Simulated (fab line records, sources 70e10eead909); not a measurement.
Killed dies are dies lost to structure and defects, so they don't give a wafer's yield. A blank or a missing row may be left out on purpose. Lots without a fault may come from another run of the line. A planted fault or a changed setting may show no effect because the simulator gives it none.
Which tool did it? | flow nand_harc | 13 lots, 39 wafers sampled, at 4 steps of a route of 1302

WHAT THE GAUGES READ, wafer by wafer
NHARC_END_SORT_01. Usual: defect_limited_yield 90.1 %, standard deviation 2.4; killed_at_array 62, standard deviation 16; killed_at_other 0.8, standard deviation 1.1; killed_at_periphery 4, standard deviation 3.2; killed_dies 67, standard deviation 16; killed_open 3.5, standard deviation 1.9; killed_short 2.1, standard deviation 1.5.
lot  | measured     | on        | defect_limited_yield (%) | killed_at_array | killed_at_other | killed_at_periphery | killed_dies | killed_open | killed_short | flag
L284 | day 24 08:47 | prober-02 | 90.7 92.2 92.3           | 58 49 52        | 4 2 0           | 1 2 0               | 63 53 52    | 5 4 2       | 4 2 2        |
L285 | day 25 06:48 | prober-01 | 88.9 90.1 88.5           | 71 60 64        | 0 3 1           | 4 4 13              | 75 67 78    | 4 3 1       | 3 1 0        |
L287 | day 25 06:49 | prober-02 | 86.3 86.0 87.7           | 87 90 68        | 0 0 0           | 6 5 15              | 93 95 83    | 5 4 2       | 3 6 5        |
L288 | day 25 18:08 | prober-01 | 86.9 86.4 86.9           | 85 87 86        | 0 0 0           | 4 5 3               | 89 92 89    | 3 6 8       | 2 0 3        |
L289 | day 26 01:53 | prober-02 | 95.0 95.1 94.2           | 32 32 35        | 0 0 0           | 2 1 4               | 34 33 39    | 5 1 5       | 3 2 2        |
L295 | day 29 09:35 | prober-01 | 92.8 90.7 92.0           | 44 53 46        | 2 0 0           | 3 10 8              | 49 63 54    | 1 3 2       | 2 2 0        |
L296 | day 29 00:13 | prober-02 | 76.5 75.8 81.5           | 69 69 67        | 88 93 54        | 2 2 4               | 159 164 125 | 3 5 2       | 0 3 1        | OFF
L297 | day 29 10:23 | prober-02 | 77.3 81.5 85.1           | 45 56 46        | 99 68 49        | 10 1 6              | 154 125 101 | 5 4 2       | 2 1 0        | OFF
L301 | day 30 21:46 | prober-02 | 87.7 87.6 87.3           | 80 81 83        | 1 0 0           | 2 3 3               | 83 84 86    | 5 3 6       | 1 3 2        |
L300 | day 31 12:14 | prober-01 | 87.4 86.9 85.4           | 78 84 94        | 0 0 0           | 7 5 5               | 85 89 99    | 6 0 3       | 2 0 4        |
L305 | day 32 04:21 | prober-02 | 90.0 89.7 89.8           | 62 65 63        | 1 1 0           | 5 4 6               | 68 70 69    | 7 2 7       | 2 0 1        |
L304 | day 33 05:26 | prober-02 | 88.6 86.4 86.6           | 67 88 87        | 0 1 0           | 10 3 4              | 77 92 91    | 1 6 2       | 2 3 3        |
L307 | day 34 14:34 | prober-01 | 91.4 90.1 92.6           | 58 63 45        | 0 0 2           | 0 4 3               | 58 67 50    | 2 2 6       | 2 4 1        |

WHICH TOOL RAN EACH LOT (tool, then ch and the chambers of the sampled wafers, then the start)
lot  | NHARC_HYBRID_BOND_PRECLEAN_01       | NHARC_THIN_TSV_DESCUM_35           | NHARC_THIN_TSV_ETCH_59
L284 | wet_bench-08 ch 1,4,7, day 23 04:43 | rie_diel-09 ch 0,3, day 23 23:01   | rie_metal-03 ch 0, day 23 23:10
L285 | wet_bench-08 ch 2,3,5, day 24 02:25 | rie_diel-09 ch 0,1,3, day 24 20:32 | rie_metal-03 ch 0,1, day 24 20:40
L287 | wet_bench-10 ch 1,3,4, day 24 02:42 | rie_diel-10 ch 1,2, day 24 21:43   | rie_metal-02 ch 0,1, day 24 21:50
L288 | wet_bench-10 ch 0,5,7, day 24 16:43 | rie_diel-07 ch 0,1,3, day 25 09:16 | rie_metal-02 ch 0, day 25 09:23
L289 | wet_bench-10 ch 5,6,7, day 24 19:10 | rie_diel-10 ch 0,1,3, day 25 13:34 | rie_metal-02 ch 1, day 25 13:40
L295 | wet_bench-10 ch 1,2,6, day 27 19:28 | rie_diel-10 ch 1,2, day 28 14:03   | rie_metal-02 ch 0,1, day 28 14:15
L296 | wet_bench-10 ch 3,4,5, day 27 20:32 | rie_diel-09 ch 2, day 28 14:41     | rie_metal-03 ch 0,1, day 28 14:52
L297 | wet_bench-10 ch 3,6,7, day 28 07:13 | rie_diel-10 ch 0,1,2, day 29 01:02 | rie_metal-01 ch 0,1, day 29 01:09
L301 | wet_bench-08 ch 1,2,4, day 29 15:05 | rie_diel-07 ch 0,1,2, day 30 11:27 | rie_metal-01 ch 0,1, day 30 11:35
L300 | wet_bench-08 ch 2,3,7, day 30 07:55 | rie_diel-07 ch 0,1, day 31 03:11   | rie_metal-01 ch 0,1, day 31 03:22
L305 | wet_bench-10 ch 4,5,6, day 31 01:13 | rie_diel-10 ch 0,1,3, day 31 19:22 | rie_metal-02 ch 0,1, day 31 19:30
L304 | wet_bench-10 ch 0,1,6, day 31 17:52 | rie_diel-10 ch 1,2, day 32 19:32   | rie_metal-02 ch 0,1, day 32 19:44
L307 | wet_bench-10 ch 0,1,4, day 33 08:52 | rie_diel-09 ch 1,2, day 34 04:55   | rie_metal-03 ch 0,1, day 34 05:01
- NHARC_HYBRID_BOND_PRECLEAN_01: cleans in DIW, time 300 s.
- NHARC_THIN_TSV_DESCUM_35: chemistry O2, time 3 s.
- NHARC_THIN_TSV_ETCH_59: etches the open film in Cl2/BCl3, target depth 880 nm, time 138.1 s.

WHAT THE TOOLS THEMSELVES READ (means of the sampled wafers that have a number; where no wafer has one, the mark that the record gives instead)
NHARC_THIN_TSV_DESCUM_35. Usual: chamber_pressure_mTorr 60.01 mTorr, standard deviation 0.057; drypump_motor_current_A 5.7 A, standard deviation 0.42; oes_product_au 1.003 a.u., standard deviation 0.0081; rf_vpp_V 57.9 V, standard deviation 0.92; showerhead_plenum_p_Torr 1.91 Torr, standard deviation 0.076; throttle_valve_pct 11.312 %, standard deviation 0.0082.
lot  | tool        | chamber_pressure_mTorr (mTorr) | drypump_motor_current_A (A) | oes_product_au (a.u.) | rf_vpp_V (V) | showerhead_plenum_p_Torr (Torr) | throttle_valve_pct (%) | flag
L284 | rie_diel-09 | 60.02                          | 6.1                         | 1.007                 | 57.1         | 1.92                            | 11.310                 |
L285 | rie_diel-09 | 60.03                          | 5.9                         | 1.000                 | 58.4         | 1.91                            | 11.315                 |
L287 | rie_diel-10 | 60.00                          | 5.4                         | 1.000                 | 57.7         | 1.88                            | 11.306                 |
L288 | rie_diel-07 | 60.00                          | 5.8                         | 0.993                 | 58.2         | 1.97                            | 11.311                 |
L289 | rie_diel-10 | 60.00                          | 5.3                         | 1.008                 | 57.8         | 1.90                            | 11.311                 |
L295 | rie_diel-10 | 60.04                          | 5.4                         | 1.002                 | 57.8         | 1.88                            | 11.308                 |
L296 | rie_diel-09 | 59.97                          | 6.0                         | 1.005                 | 58.1         | 1.91                            | 11.307                 |
L297 | rie_diel-10 | 60.01                          | 5.6                         | 1.006                 | 58.0         | 1.89                            | 11.313                 |
L301 | rie_diel-07 | 59.98                          | 5.8                         | 1.000                 | 58.1         | 1.95                            | 11.315                 |
L300 | rie_diel-07 | 60.01                          | 6.1                         | 0.999                 | 58.1         | 1.89                            | 11.316                 |
L305 | rie_diel-10 | 59.98                          | 5.3                         | 1.006                 | 57.9         | 1.90                            | 11.303                 |
L304 | rie_diel-10 | 60.07                          | 5.4                         | 1.015                 | 57.8         | 1.88                            | 11.313                 |
L307 | rie_diel-09 | 60.00                          | 5.9                         | 0.992                 | 57.5         | 1.87                            | 11.304                 |

NHARC_THIN_TSV_ETCH_59. Usual: chamber_pressure_mTorr 9.999 mTorr, standard deviation 0.0096; drypump_motor_current_A 5.9 A, standard deviation 0.34; mfc_cl2_sccm 59.99 sccm, standard deviation 0.16; oes_product_au 1.002 a.u., standard deviation 0.0073; throttle_valve_pct 22.265 %, standard deviation 0.009.
lot  | tool         | chamber_pressure_mTorr (mTorr) | drypump_motor_current_A (A) | mfc_cl2_sccm (sccm) | oes_product_au (a.u.) | throttle_valve_pct (%) | flag
L284 | rie_metal-03 | 9.996                          | 6.6                         | 59.87               | 1.013                 | 22.260                 |
L285 | rie_metal-03 | 9.999                          | 6.3                         | 60.01               | 1.011                 | 22.259                 |
L287 | rie_metal-02 | 9.994                          | 5.8                         | 59.98               | 1.004                 | 22.261                 |
L288 | rie_metal-02 | 10.002                         | 5.9                         | 59.96               | 0.991                 | 22.268                 |
L289 | rie_metal-02 | 10.002                         | 5.7                         | 60.06               | 1.002                 | 22.264                 |
L295 | rie_metal-02 | 10.009                         | 5.8                         | 60.07               | 0.995                 | 22.267                 |
L296 | rie_metal-03 | 10.003                         | 5.9                         | 60.18               | 1.003                 | 22.264                 |
L297 | rie_metal-01 | 10.008                         | 6.0                         | 59.83               | 0.997                 | 22.273                 |
L301 | rie_metal-01 | 9.989                          | 6.0                         | 59.99               | 1.003                 | 22.267                 |
L300 | rie_metal-01 | 9.994                          | 5.8                         | 60.00               | 0.997                 | 22.265                 |
L305 | rie_metal-02 | 10.004                         | 5.8                         | 60.04               | 0.998                 | 22.261                 |
L304 | rie_metal-02 | 10.004                         | 5.8                         | 59.99               | 0.995                 | 22.262                 |
L307 | rie_metal-03 | 10.002                         | 6.3                         | 60.05               | 1.010                 | 22.261                 |

THE ANSWER, worked out from the rows above alone
Rule: a lot is off if the mean of its wafers that have a number lies more than 3 standard deviations from the usual mean. A lot without any number at a reading at which 4 lots or more have one is off too. The other lots that the step has rows for count as sound. The gauges are gone through in route order, then the tools' own readings, and for those a lot's mean is taken as printed above. The first step at which some lot is off is used, and at that step the reading that is off furthest; a lot without a number counts as furthest.
Off: L296, L297, at NHARC_END_SORT_01 (killed_at_other).
A tool fits if, at a process step before that reading, it ran every lot that is off, and no sound lot after the first of them. The gauges at NHARC_END_SORT_01 are tried like those tools. None of those tried fits.

WHAT THE SIMULATOR HAD PUT IN
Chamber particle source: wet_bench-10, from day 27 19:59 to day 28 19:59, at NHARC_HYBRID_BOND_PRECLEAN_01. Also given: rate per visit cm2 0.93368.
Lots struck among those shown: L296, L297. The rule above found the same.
